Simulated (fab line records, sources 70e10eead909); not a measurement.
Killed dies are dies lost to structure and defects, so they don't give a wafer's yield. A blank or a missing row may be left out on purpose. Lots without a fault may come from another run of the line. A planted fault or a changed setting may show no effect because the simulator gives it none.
Which tool did it? | flow nand_harc | 12 lots, 36 wafers sampled, at 6 steps of a route of 1302

WHAT THE GAUGES READ, wafer by wafer
NHARC_A_ZERO_WELL_CD_MEAS_10: target cd 2000 nm.
lot  | measured     | on        | cd_nm (nm)
L075 | day 6 22:32  | cd_sem-01 | 2003.1 2001.7 2002.0
L076 | day 8 01:37  | cd_sem-02 | 2003.1 2001.2 2003.3
L079 | day 8 22:05  | cd_sem-02 | 2000.4 1999.3 1997.8
L081 | day 9 21:38  | cd_sem-03 | 2001.0 1998.6 1999.7
L083 | day 10 11:39 | cd_sem-01 | 2000.7 2002.0 2001.7
L085 | day 11 06:44 | cd_sem-02 | 1999.5 2002.8 2000.2
L087 | day 12 04:46 | cd_sem-03 | 1999.1 1998.8 2000.7
L089 | day 13 05:58 | cd_sem-03 | 2000.7 1998.8 2001.0
L091 | day 13 22:11 | cd_sem-03 | 2000.9 2002.2 1998.6
L093 | day 14 16:28 | cd_sem-02 | 1999.5 1999.6 1999.9
L095 | day 15 21:34 | cd_sem-02 | 2000.2 2001.9 2001.1
L097 | day 16 04:51 | cd_sem-01 | 1999.8 1997.8 1999.2

WHICH TOOL RAN EACH LOT (tool, then ch and the chambers of the sampled wafers, then the start)
lot  | NHARC_P_M1_ETCH_15                            | NHARC_P_M1_STRIP_18                | NHARC_P_M1_PVD_20                       | NHARC_P_M1_PVD_21                       | NHARC_P_BONDPAD_PRE_CLEAN_26
L075 | rie_diel-11 ch 0,1,2, day 6 10:16 or earlier  | rie_diel-01 ch 1,2,3, day 6 10:16  | pvd_sputter-01, day 6 22:32 or earlier  | pvd_sputter-01, day 6 22:32 or earlier  | pvd_sputter-01, day 6 22:32 or earlier
L076 | rie_diel-11 ch 1,2,3, day 7 12:01 or earlier  | rie_diel-01 ch 0,2, day 7 12:01    | pvd_sputter-02, day 8 01:37 or earlier  | pvd_sputter-02, day 8 01:37 or earlier  | pvd_sputter-01, day 8 01:37 or earlier
L079 | rie_diel-11 ch 0,1, day 8 09:56 or earlier    | rie_diel-01 ch 1,2, day 8 09:56    | pvd_sputter-01, day 8 22:05 or earlier  | pvd_sputter-01, day 8 22:05 or earlier  | pvd_sputter-01, day 8 22:05 or earlier
L081 | rie_diel-11 ch 0,2, day 9 09:14 or earlier    | rie_diel-03 ch 2,3, day 9 09:14    | pvd_sputter-02, day 9 21:38 or earlier  | pvd_sputter-02, day 9 21:38 or earlier  | pvd_sputter-02, day 9 21:38 or earlier
L083 | rie_diel-01 ch 0,1,2, day 9 22:41 or earlier  | rie_diel-11 ch 0,1,3, day 9 22:41  | pvd_sputter-02, day 10 11:39 or earlier | pvd_sputter-02, day 10 11:39 or earlier | pvd_sputter-03, day 10 11:39 or earlier
L085 | rie_diel-01 ch 1,2,3, day 10 18:36 or earlier | rie_diel-01 ch 0,3, day 10 18:36   | pvd_sputter-03, day 11 06:44 or earlier | pvd_sputter-03, day 11 06:44 or earlier | pvd_sputter-02, day 11 06:44 or earlier
L087 | rie_diel-03 ch 0,3, day 11 16:44 or earlier   | rie_diel-03 ch 0,2,3, day 11 16:44 | pvd_sputter-02, day 12 04:46 or earlier | pvd_sputter-02, day 12 04:46 or earlier | pvd_sputter-02, day 12 04:46 or earlier
L089 | rie_diel-01 ch 0,2,3, day 12 17:46 or earlier | rie_diel-01 ch 2,3, day 12 17:46   | pvd_sputter-03, day 13 05:58 or earlier | pvd_sputter-03, day 13 05:58 or earlier | pvd_sputter-03, day 13 05:58 or earlier
L091 | rie_diel-01 ch 0,2,3, day 13 09:47 or earlier | rie_diel-01 ch 0,2,3, day 13 09:47 | pvd_sputter-03, day 13 22:11 or earlier | pvd_sputter-03, day 13 22:11 or earlier | pvd_sputter-01, day 13 22:11 or earlier
L093 | rie_diel-11 ch 0,2,3, day 14 04:19 or earlier | rie_diel-01 ch 1,2, day 14 04:19   | pvd_sputter-03, day 14 16:28 or earlier | pvd_sputter-03, day 14 16:28 or earlier | pvd_sputter-01, day 14 16:28 or earlier
L095 | rie_diel-11 ch 0,1,2, day 15 08:56 or earlier | rie_diel-01 ch 1,2, day 15 08:56   | pvd_sputter-01, day 15 21:34 or earlier | pvd_sputter-01, day 15 21:34 or earlier | pvd_sputter-03, day 15 21:34 or earlier
L097 | rie_diel-11 ch 1,3, day 15 16:37 or earlier   | rie_diel-01 ch 0,1, day 15 16:37   | pvd_sputter-03, day 16 04:51 or earlier | pvd_sputter-03, day 16 04:51 or earlier | pvd_sputter-02, day 16 04:51 or earlier
- NHARC_P_M1_ETCH_15: etches the open film in C4F8/Ar, target depth 182.5 nm, time 91.2 s.
- NHARC_P_M1_STRIP_18: strips in N2/H2.
- NHARC_P_M1_PVD_20: deposits TaN, target thk 5 nm, time 8.06 s.
- NHARC_P_M1_PVD_21: deposits Cu, target thk 30 nm, time 20.49 s.
- NHARC_P_BONDPAD_PRE_CLEAN_26: time 30 s.

THE ANSWER, worked out from the rows above alone
Rule: what is usual is taken from the lots themselves. Put in order of their means at a reading, lots are off if they are a third of the lots or fewer, leave a main group of 4 or more, and stand apart from it by a gap of 3 or more times the standard deviation of the main group's means; of several such gaps the widest counts. A main group whose means are all the same, to the digits that the tables above print for the reading, isn't used. A lot without any number at a reading at which 4 lots or more have one is off too. The other lots that the step has rows for count as sound.
No lot is off at any reading shown: from this, nothing can be told.

WHAT THE SIMULATOR HAD PUT IN
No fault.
